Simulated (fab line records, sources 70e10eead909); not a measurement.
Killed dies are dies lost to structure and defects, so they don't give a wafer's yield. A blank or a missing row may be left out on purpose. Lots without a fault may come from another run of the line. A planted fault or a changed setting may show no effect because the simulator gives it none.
Chamber matching | flow nand_harc | NHARC_A_M0_DESCUM_14 on rie_diel-13: 4 sister chambers
The step chemistry O2, time 3 s. 8 wafers are shown with their chamber, then 8 later ones without.

WAFERS WITH THEIR CHAMBER
wafer  | chamber | drypump_motor_current_A (A) | oes_product_au (a.u.)
L497.2 | 2       | 5.5                         | 1.011
L495.4 | 2       | 5.5                         | 0.997
L495.5 | 1       | 6.3                         | 0.992
L498.2 | 3       | 6.2                         | 0.990
L503.1 | 1       | 6.3                         | 1.005
L503.2 | 0       | 5.4                         | 0.988
L503.6 | 3       | 6.1                         | 1.000
L504.1 | 0       | 5.4                         | 0.979

WAFERS WITHOUT THEIR CHAMBER
wafer  | drypump_motor_current_A (A) | oes_product_au (a.u.)
L504.4 | 5.5                         | 0.995
L504.5 | 5.4                         | 0.982
L507.2 | 6.1                         | 0.962
L507.3 | 5.4                         | 1.020
L507.6 | 5.4                         | 0.985
L512.1 | 5.4                         | 0.997
L512.2 | 6.3                         | 1.008
L512.6 | 5.4                         | 1.027

WHICH CHAMBER EACH WENT THROUGH
wafer  | from the rows above     | in truth
L504.4 | 2                       | 2
L504.5 | 0                       | 0
L507.2 | 3                       | 3
L507.3 | can't be placed: 2 or 0 | 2
L507.6 | 0                       | 0
L512.1 | can't be placed: 0 or 2 | 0
L512.2 | 1                       | 1
L512.6 | can't be placed: 2 or 0 | 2
Placed correctly: 5 of 8. Can't be placed from these rows: 3 (the true chamber is among the candidates in 3). Placed wrongly: 0.
How it was worked out, from the rows above alone: a wafer's distance from a chamber is the root of the sum, over the readings, of the square of ((its reading less the chamber's mean) divided by the reading's scatter). The wafer belongs to the nearest chamber; if the next one is less than 2 further off, it can't be placed. A chamber's mean is the mean of its shown wafers. The scatter: the root of (the sum of the squares of (reading less its chamber's mean) over the shown wafers, divided by (wafers less chambers)).
